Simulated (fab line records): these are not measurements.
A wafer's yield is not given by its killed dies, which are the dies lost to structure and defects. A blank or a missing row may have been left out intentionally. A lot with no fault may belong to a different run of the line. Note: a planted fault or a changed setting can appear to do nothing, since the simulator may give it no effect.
What tool caused it? || flow n5-finfet || 38 wafers from 13 lots sampled at 3 of the route's 1938 steps

WHAT THE GAUGES SHOWED, per wafer
The record lacks any reading of a measuring or inspecting step that a usual standard deviation could be used to judge.

WHAT TOOL EACH LOT RAN ON (gives the tool, then ch and the chambers of the sampled wafers, and finally the start)
{"lot": "L931", "N5_GATE_CUT_CUT_ETCH_54": "rie-metal-01 ch 0,1, day 4 16:13", "N5_PASSIVATION_AL_DEP_21": "pvd-sputter-02, day 12 00:11", "N5_PASSIVATION_PROBE_49": "-"}
{"lot": "L932", "N5_GATE_CUT_CUT_ETCH_54": "rie-metal-03 ch 0,1, day 4 23:35", "N5_PASSIVATION_AL_DEP_21": "pvd-sputter-01, day 11 12:52", "N5_PASSIVATION_PROBE_49": "-"}
{"lot": "L933", "N5_GATE_CUT_CUT_ETCH_54": "rie-metal-03 ch 0,1, day 5 10:59", "N5_PASSIVATION_AL_DEP_21": "pvd-sputter-01, day 12 07:30", "N5_PASSIVATION_PROBE_49": "-"}
{"lot": "L935", "N5_GATE_CUT_CUT_ETCH_54": "rie-metal-02 ch 0,1, day 5 22:12", "N5_PASSIVATION_AL_DEP_21": "pvd-sputter-02, day 13 08:47", "N5_PASSIVATION_PROBE_49": "-"}
{"lot": "L941", "N5_GATE_CUT_CUT_ETCH_54": "rie-metal-03 ch 0,1, day 7 03:17", "N5_PASSIVATION_AL_DEP_21": "pvd-sputter-02, day 15 00:29", "N5_PASSIVATION_PROBE_49": "prober-01, day 15 06:09"}
{"lot": "L942", "N5_GATE_CUT_CUT_ETCH_54": "rie-metal-03 ch 0,1, day 7 09:22", "N5_PASSIVATION_AL_DEP_21": "pvd-sputter-02, day 15 03:40", "N5_PASSIVATION_PROBE_49": "prober-01, day 15 09:41"}
{"lot": "L943", "N5_GATE_CUT_CUT_ETCH_54": "rie-metal-01 ch 0,1, day 7 20:01", "N5_PASSIVATION_AL_DEP_21": "pvd-sputter-01, day 15 12:53", "N5_PASSIVATION_PROBE_49": "-"}
{"lot": "L945", "N5_GATE_CUT_CUT_ETCH_54": "rie-metal-02 ch 0,1, day 8 03:29", "N5_PASSIVATION_AL_DEP_21": "pvd-sputter-02, day 15 13:34", "N5_PASSIVATION_PROBE_49": "-"}
{"lot": "L947", "N5_GATE_CUT_CUT_ETCH_54": "rie-metal-01 ch 0,1, day 8 13:53", "N5_PASSIVATION_AL_DEP_21": "pvd-sputter-03, day 16 06:36", "N5_PASSIVATION_PROBE_49": "prober-02, day 16 12:35"}
{"lot": "L949", "N5_GATE_CUT_CUT_ETCH_54": "rie-metal-02 ch 1, day 9 01:19", "N5_PASSIVATION_AL_DEP_21": "pvd-sputter-02, day 16 17:42", "N5_PASSIVATION_PROBE_49": "-"}
{"lot": "L952", "N5_GATE_CUT_CUT_ETCH_54": "rie-metal-03 ch 0,1, day 10 10:14", "N5_PASSIVATION_AL_DEP_21": "pvd-sputter-01, day 18 00:29", "N5_PASSIVATION_PROBE_49": "-"}
{"lot": "L953", "N5_GATE_CUT_CUT_ETCH_54": "rie-metal-03 ch 0,1, day 10 17:20", "N5_PASSIVATION_AL_DEP_21": "pvd-sputter-03, day 18 10:16", "N5_PASSIVATION_PROBE_49": "-"}
{"lot": "L954", "N5_GATE_CUT_CUT_ETCH_54": "rie-metal-02 ch 0,1, day 11 06:22", "N5_PASSIVATION_AL_DEP_21": "pvd-sputter-03, day 18 10:43", "N5_PASSIVATION_PROBE_49": "-"}
- N5_GATE_CUT_CUT_ETCH_54: etches TiN in Cl2/BCl3, target depth 96.7 nm.
- N5_PASSIVATION_AL_DEP_21: deposits Al, target thk 2800 nm, time 170 s.
- N5_PASSIVATION_PROBE_49

AS READ BY THE TOOLS THEMSELVES (means over the sampled wafers that have a number; for cases with no such wafer, the mark the record gives instead)
N5_GATE_CUT_CUT_ETCH_54.
{"lot": "L931", "tool": "rie-metal-01", "chamber-pressure-mTorr (mTorr)": 10.005, "drypump-motor-current-A (A)": 5.6, "etch-rf-on-time-s (s)": 36.6, "oes-product-au (a.u.)": 0.61, "throttle-valve-pct (%)": 22.33}
{"lot": "L932", "tool": "rie-metal-03", "chamber-pressure-mTorr (mTorr)": 10.007, "drypump-motor-current-A (A)": 6.4, "etch-rf-on-time-s (s)": 37.4, "oes-product-au (a.u.)": 0.77, "throttle-valve-pct (%)": 22.41}
{"lot": "L933", "tool": "rie-metal-03", "chamber-pressure-mTorr (mTorr)": 10.002, "drypump-motor-current-A (A)": 6.1, "etch-rf-on-time-s (s)": 37.3, "oes-product-au (a.u.)": 0.75, "throttle-valve-pct (%)": 22.52}
{"lot": "L935", "tool": "rie-metal-02", "chamber-pressure-mTorr (mTorr)": 10.003, "drypump-motor-current-A (A)": 6.0, "etch-rf-on-time-s (s)": 36.4, "oes-product-au (a.u.)": 0.61, "throttle-valve-pct (%)": 22.46}
{"lot": "L941", "tool": "rie-metal-03", "chamber-pressure-mTorr (mTorr)": 10.004, "drypump-motor-current-A (A)": 6.4, "etch-rf-on-time-s (s)": 37.1, "oes-product-au (a.u.)": 0.75, "throttle-valve-pct (%)": 22.41}
{"lot": "L942", "tool": "rie-metal-03", "chamber-pressure-mTorr (mTorr)": 9.997, "drypump-motor-current-A (A)": 6.1, "etch-rf-on-time-s (s)": 37.6, "oes-product-au (a.u.)": 0.73, "throttle-valve-pct (%)": 22.52}
{"lot": "L943", "tool": "rie-metal-01", "chamber-pressure-mTorr (mTorr)": 10.004, "drypump-motor-current-A (A)": 5.6, "etch-rf-on-time-s (s)": 36.5, "oes-product-au (a.u.)": 0.60, "throttle-valve-pct (%)": 22.34}
{"lot": "L945", "tool": "rie-metal-02", "chamber-pressure-mTorr (mTorr)": 9.992, "drypump-motor-current-A (A)": 6.0, "etch-rf-on-time-s (s)": 36.4, "oes-product-au (a.u.)": 0.61, "throttle-valve-pct (%)": 22.48}
{"lot": "L947", "tool": "rie-metal-01", "chamber-pressure-mTorr (mTorr)": 9.999, "drypump-motor-current-A (A)": 5.2, "etch-rf-on-time-s (s)": 36.6, "oes-product-au (a.u.)": 0.62, "throttle-valve-pct (%)": 22.24}
{"lot": "L949", "tool": "rie-metal-02", "chamber-pressure-mTorr (mTorr)": 10.003, "drypump-motor-current-A (A)": 6.1, "etch-rf-on-time-s (s)": 35.8, "oes-product-au (a.u.)": 0.71, "throttle-valve-pct (%)": 22.06}
{"lot": "L952", "tool": "rie-metal-03", "chamber-pressure-mTorr (mTorr)": 9.991, "drypump-motor-current-A (A)": 6.2, "etch-rf-on-time-s (s)": 37.4, "oes-product-au (a.u.)": 0.72, "throttle-valve-pct (%)": 22.51}
{"lot": "L953", "tool": "rie-metal-03", "chamber-pressure-mTorr (mTorr)": 9.999, "drypump-motor-current-A (A)": 6.1, "etch-rf-on-time-s (s)": 37.2, "oes-product-au (a.u.)": 0.71, "throttle-valve-pct (%)": 22.55}
{"lot": "L954", "tool": "rie-metal-02", "chamber-pressure-mTorr (mTorr)": 10.010, "drypump-motor-current-A (A)": 6.0, "etch-rf-on-time-s (s)": 36.4, "oes-product-au (a.u.)": 0.82, "throttle-valve-pct (%)": 22.22}

N5_PASSIVATION_AL_DEP_21.
{"lot": "L931", "tool": "pvd-sputter-02", "throttle-valve-pct (%)": 30.1}
{"lot": "L932", "tool": "pvd-sputter-01", "throttle-valve-pct (%)": 29.7}
{"lot": "L933", "tool": "pvd-sputter-01", "throttle-valve-pct (%)": 29.5}
{"lot": "L935", "tool": "pvd-sputter-02", "throttle-valve-pct (%)": 30.5}
{"lot": "L941", "tool": "pvd-sputter-02", "throttle-valve-pct (%)": 30.5}
{"lot": "L942", "tool": "pvd-sputter-02", "throttle-valve-pct (%)": 30.7}
{"lot": "L943", "tool": "pvd-sputter-01", "throttle-valve-pct (%)": 29.7}
{"lot": "L945", "tool": "pvd-sputter-02", "throttle-valve-pct (%)": 31.4}
{"lot": "L947", "tool": "pvd-sputter-03", "throttle-valve-pct (%)": 30.0}
{"lot": "L949", "tool": "pvd-sputter-02", "throttle-valve-pct (%)": 31.0}
{"lot": "L952", "tool": "pvd-sputter-01", "throttle-valve-pct (%)": 29.2}
{"lot": "L953", "tool": "pvd-sputter-03", "throttle-valve-pct (%)": 29.7}
{"lot": "L954", "tool": "pvd-sputter-03", "throttle-valve-pct (%)": 29.7}

N5_PASSIVATION_PROBE_49.
{"lot": "L941", "tool": "prober-01", "defect-limited-yield (%)": 89.3, "killed_at_M0_to_M3": 24, "killed_at_M4_up": 15, "killed-at-contacts": 15, "killed-at-front-end": 67, "killed-at-other": 5.3, "killed-dies": 126, "killed-open": 59, "killed-short": 29, "sort_bin_5_function (%)": 6.6, "sort_bin_6_memory (%)": 3.4, "sort-n-pass": 1054, "sort-yield-pct (%)": 89.3}
{"lot": "L942", "tool": "prober-01", "defect-limited-yield (%)": 87.6, "killed_at_M0_to_M3": 32, "killed_at_M4_up": 8, "killed-at-contacts": 6, "killed-at-front-end": 98, "killed-at-other": 2.0, "killed-dies": 146, "killed-open": 49, "killed-short": 27, "sort_bin_5_function (%)": 7.6, "sort_bin_6_memory (%)": 3.8, "sort-n-pass": 1034, "sort-yield-pct (%)": 87.6}
{"lot": "L947", "tool": "prober-02", "defect-limited-yield (%)": 89.7, "killed_at_M0_to_M3": 57, "killed_at_M4_up": 12, "killed-at-contacts": 13, "killed-at-front-end": 39, "killed-at-other": 1.0, "killed-dies": 122, "killed-open": 85, "killed-short": 37, "sort_bin_5_function (%)": 6.4, "sort_bin_6_memory (%)": 3.6, "sort-n-pass": 1058, "sort-yield-pct (%)": 89.7}

THE ANSWER, worked out from the rows above alone
Rule: the lots themselves supply what counts as usual. The widest of any qualifying gaps counts: lots, ordered by their means at a reading, are off when they make up no more than a third of the lots, leave a main group of 4 or more, and stand apart from it by 3 or more times the standard deviation of that group's means. Not used: any main group whose means are identical at the precision the tables above print for the reading. A lot without any number at a reading at which 4 lots or more have one is off too. Where the step has rows for the other lots, those lots are counted as sound. Order of review: gauges by route order, followed by the tools' own readings, for which a lot's mean as printed above is used. The first step at which some lot is off is used, and at that step the reading that is off furthest; a lot without a number counts as furthest.
Across all readings shown, no lot is off: no conclusion can be drawn from this.

WHAT HAD BEEN PUT IN BY THE SIMULATOR
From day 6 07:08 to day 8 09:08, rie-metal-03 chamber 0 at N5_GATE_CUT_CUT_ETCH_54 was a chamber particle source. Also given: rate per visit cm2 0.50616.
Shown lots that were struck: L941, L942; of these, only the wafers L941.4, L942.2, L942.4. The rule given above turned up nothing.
